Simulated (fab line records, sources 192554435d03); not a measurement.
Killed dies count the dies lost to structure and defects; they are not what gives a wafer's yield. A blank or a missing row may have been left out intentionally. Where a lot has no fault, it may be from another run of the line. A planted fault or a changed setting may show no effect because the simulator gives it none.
A sampling plan put to the test + flow n5-finfet + one line in one fab, 17 faults in these records, each fault weighed on the records of the lots it struck
The plan is the line's own looks: the steps of the route at which a gauge or an inspection reads the wafer and doesn't change it. A look is open to judgement when struck wafers have a number at it and the file gives its usual mean and standard deviation on fault-free wafers. Caught: the struck wafers' mean, at a look after the fault's first step, is 4 or more of those standard deviations (sigma) away from the usual mean. On the tool: the same test on the tool's own readings at the fault's steps. A different recipe on the struck wafers counts as caught too, as does a record blank only for those wafers.

THE FAULTS, as the simulator had put them in
1. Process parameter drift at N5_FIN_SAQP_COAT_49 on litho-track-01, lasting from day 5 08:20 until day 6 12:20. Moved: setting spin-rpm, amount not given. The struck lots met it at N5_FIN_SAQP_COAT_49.
2. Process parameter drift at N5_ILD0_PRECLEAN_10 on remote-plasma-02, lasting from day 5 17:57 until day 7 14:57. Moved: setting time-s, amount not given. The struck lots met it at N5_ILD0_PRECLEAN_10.
3. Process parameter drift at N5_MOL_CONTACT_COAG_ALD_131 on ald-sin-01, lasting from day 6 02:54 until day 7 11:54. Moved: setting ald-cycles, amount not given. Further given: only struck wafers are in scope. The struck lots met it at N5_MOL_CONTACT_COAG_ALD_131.
4. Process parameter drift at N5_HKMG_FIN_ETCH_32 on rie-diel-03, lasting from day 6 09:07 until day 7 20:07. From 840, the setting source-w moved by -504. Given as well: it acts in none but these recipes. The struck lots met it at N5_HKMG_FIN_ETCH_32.
5. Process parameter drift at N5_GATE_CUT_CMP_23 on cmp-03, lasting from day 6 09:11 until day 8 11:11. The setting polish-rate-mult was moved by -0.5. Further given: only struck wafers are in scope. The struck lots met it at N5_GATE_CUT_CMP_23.
6. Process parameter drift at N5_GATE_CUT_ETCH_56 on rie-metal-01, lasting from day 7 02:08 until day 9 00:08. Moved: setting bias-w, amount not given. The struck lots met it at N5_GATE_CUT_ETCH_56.
7. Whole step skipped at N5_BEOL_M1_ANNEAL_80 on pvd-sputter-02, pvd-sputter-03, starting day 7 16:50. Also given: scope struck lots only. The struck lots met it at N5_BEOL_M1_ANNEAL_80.
8. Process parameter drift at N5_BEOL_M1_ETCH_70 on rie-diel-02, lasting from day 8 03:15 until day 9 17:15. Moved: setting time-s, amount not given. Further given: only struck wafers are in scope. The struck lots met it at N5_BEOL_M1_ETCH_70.
9. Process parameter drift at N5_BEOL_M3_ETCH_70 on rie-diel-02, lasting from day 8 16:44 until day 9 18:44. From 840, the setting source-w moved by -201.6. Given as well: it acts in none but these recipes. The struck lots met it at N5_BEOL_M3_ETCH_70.
10. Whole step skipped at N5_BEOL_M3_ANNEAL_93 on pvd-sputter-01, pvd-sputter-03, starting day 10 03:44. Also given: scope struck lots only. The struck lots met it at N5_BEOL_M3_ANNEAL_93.
11. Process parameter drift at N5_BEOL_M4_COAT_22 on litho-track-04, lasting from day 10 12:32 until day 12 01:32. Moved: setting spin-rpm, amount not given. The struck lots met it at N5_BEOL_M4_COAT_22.
12. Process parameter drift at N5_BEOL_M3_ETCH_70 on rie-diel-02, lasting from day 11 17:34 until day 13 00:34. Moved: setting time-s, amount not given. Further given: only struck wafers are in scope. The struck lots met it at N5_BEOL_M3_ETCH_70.
13. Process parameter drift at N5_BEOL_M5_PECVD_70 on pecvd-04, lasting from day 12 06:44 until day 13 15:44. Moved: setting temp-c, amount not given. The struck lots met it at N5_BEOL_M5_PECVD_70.
14. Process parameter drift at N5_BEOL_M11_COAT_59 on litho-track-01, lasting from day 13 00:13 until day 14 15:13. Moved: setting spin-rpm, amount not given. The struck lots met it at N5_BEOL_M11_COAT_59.
15. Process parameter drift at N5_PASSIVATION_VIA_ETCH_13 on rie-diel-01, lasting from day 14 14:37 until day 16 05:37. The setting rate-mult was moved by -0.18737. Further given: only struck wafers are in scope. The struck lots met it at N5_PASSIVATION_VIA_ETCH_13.
16. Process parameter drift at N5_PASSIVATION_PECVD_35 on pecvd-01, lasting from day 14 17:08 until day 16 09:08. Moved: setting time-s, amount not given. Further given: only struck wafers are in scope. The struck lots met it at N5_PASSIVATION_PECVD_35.
17. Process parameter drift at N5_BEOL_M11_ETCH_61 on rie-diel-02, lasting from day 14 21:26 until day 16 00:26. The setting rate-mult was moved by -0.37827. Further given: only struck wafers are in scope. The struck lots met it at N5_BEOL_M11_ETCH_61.

WHAT THE PLAN SAW
| fault | on the tool itself                               | first look that catches it                      | reading, sigma | median hours from its first step to that look | hours from the fault's start to the first struck lot there | judged looks passed uncaught |
|-------|--------------------------------------------------|-------------------------------------------------|----------------|-----------------------------------------------|------------------------------------------------------------|------------------------------|
| 1     | spin-speed-rpm +99 or beyond sigma               | not the one look that can be judged after it    | -              | -                                             | -                                                          | 1                            |
| 2     | under 2 sigma                                    | not the one look that can be judged after it    | -              | -                                             | -                                                          | 1                            |
| 3     | under 2 sigma                                    | not the one look that can be judged after it    | -              | -                                             | -                                                          | 1                            |
| 4     | rf-fwd-power-W -99 or beyond sigma               | not the one look that can be judged after it    | -              | -                                             | -                                                          | 1                            |
| 5     | time-to-endpoint-s +8.6 sigma                    | not the one look that can be judged after it    | -              | -                                             | -                                                          | 1                            |
| 6     | bias-w +99 or beyond sigma                       | not the one look that can be judged after it    | -              | -                                             | -                                                          | 1                            |
| 7     | the tool's record is blank for the struck wafers | not the one look that can be judged after it    | -              | -                                             | -                                                          | 1                            |
| 8     | run-length-s +53 sigma                           | not the one look that can be judged after it    | -              | -                                             | -                                                          | 1                            |
| 9     | rf-fwd-power-W -71 sigma                         | not the one look that can be judged after it    | -              | -                                             | -                                                          | 1                            |
| 10    | the tool's record is blank for the struck wafers | not the one look that can be judged after it    | -              | -                                             | -                                                          | 1                            |
| 11    | spin-speed-rpm +99 or beyond sigma               | none of the 2 looks that can be judged after it | -              | -                                             | -                                                          | 2                            |
| 12    | run-length-s +66 sigma                           | not the one look that can be judged after it    | -              | -                                             | -                                                          | 1                            |
| 13    | susceptor-temp-C +16 sigma                       | no look after it can be judged                  | -              | -                                             | -                                                          | 0                            |
| 14    | spin-speed-rpm -48 sigma                         | no look after it can be judged                  | -              | -                                             | -                                                          | 0                            |
| 15    | etch-rf-on-time-s +10 sigma                      | no look after it can be judged                  | -              | -                                             | -                                                          | 0                            |
| 16    | run-length-s -83 sigma                           | no look after it can be judged                  | -              | -                                             | -                                                          | 0                            |
| 17    | etch-rf-on-time-s +30 sigma                      | no look after it can be judged                  | -              | -                                             | -                                                          | 0                            |
A dash: the fault isn't caught, or these records don't give the number.

Caught at a look: 0 of 17. Caught on the tool: 15 of 17. By one or the other: 15 of 17.
Caught on the tool alone: faults 1, 4, 5, 6, 7, 8, 9, 10, 11, 12, 13, 14, 15, 16, 17.
Caught by neither: faults 2, 3.
